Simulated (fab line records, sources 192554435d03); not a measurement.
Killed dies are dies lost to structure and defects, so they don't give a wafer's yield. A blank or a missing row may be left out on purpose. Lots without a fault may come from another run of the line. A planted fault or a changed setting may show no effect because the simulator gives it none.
Chamber matching | flow n5_finfet | N5_HKMG_FIN_HK_ALD_01 on ald_hk-02: 4 sister chambers
The step deposits HfO2, target thk 1.6 nm, pulse time 3 s, purge time 3 s. 8 wafers are shown with their chamber, then 11 later ones without.

WAFERS WITH THEIR CHAMBER
wafer  | chamber | precursor_pulse_height_rel
L084.1 | 3       | 1.013
L084.3 | 0       | 1.006
L085.3 | 2       | 0.988
L085.5 | 0       | 1.001
L085.6 | 3       | 0.977
L087.4 | 2       | 1.002
L087.6 | 1       | 1.011
L088.2 | 1       | 1.004

WAFERS WITHOUT THEIR CHAMBER
wafer  | precursor_pulse_height_rel
L088.3 | 1.030
L088.5 | 0.971
L093.1 | 1.006
L093.2 | 1.019
L093.3 | 1.032
L093.4 | 0.987
L093.5 | 0.991
L093.6 | 0.970
L096.1 | 1.017
L096.2 | 1.025
L096.3 | 0.983

WHICH CHAMBER EACH WENT THROUGH
wafer  | from the rows above               | in truth
L088.3 | can't be placed: 1 or 0 or 2 or 3 | 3
L088.5 | can't be placed: 3 or 2 or 0 or 1 | 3
L093.1 | can't be placed: 1 or 0 or 2 or 3 | 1
L093.2 | can't be placed: 1 or 0 or 2 or 3 | 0
L093.3 | can't be placed: 1 or 0 or 2 or 3 | 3
L093.4 | can't be placed: 3 or 2 or 0 or 1 | 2
L093.5 | can't be placed: 3 or 2 or 0 or 1 | 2
L093.6 | can't be placed: 3 or 2 or 0 or 1 | 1
L096.1 | can't be placed: 1 or 0 or 2 or 3 | 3
L096.2 | can't be placed: 1 or 0 or 2 or 3 | 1
L096.3 | can't be placed: 3 or 2 or 0 or 1 | 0
Placed correctly: 0 of 11. Can't be placed from these rows: 11 (the true chamber is among the candidates in 11). Placed wrongly: 0.
How it was worked out, from the rows above alone: a wafer's distance from a chamber is the root of the sum, over the readings, of the square of ((its reading less the chamber's mean) divided by the reading's scatter). The wafer belongs to the nearest chamber; if the next one is less than 2 further off, it can't be placed. A chamber's mean is the mean of its shown wafers. The scatter: the root of (the sum of the squares of (reading less its chamber's mean) over the shown wafers, divided by (wafers less chambers)).
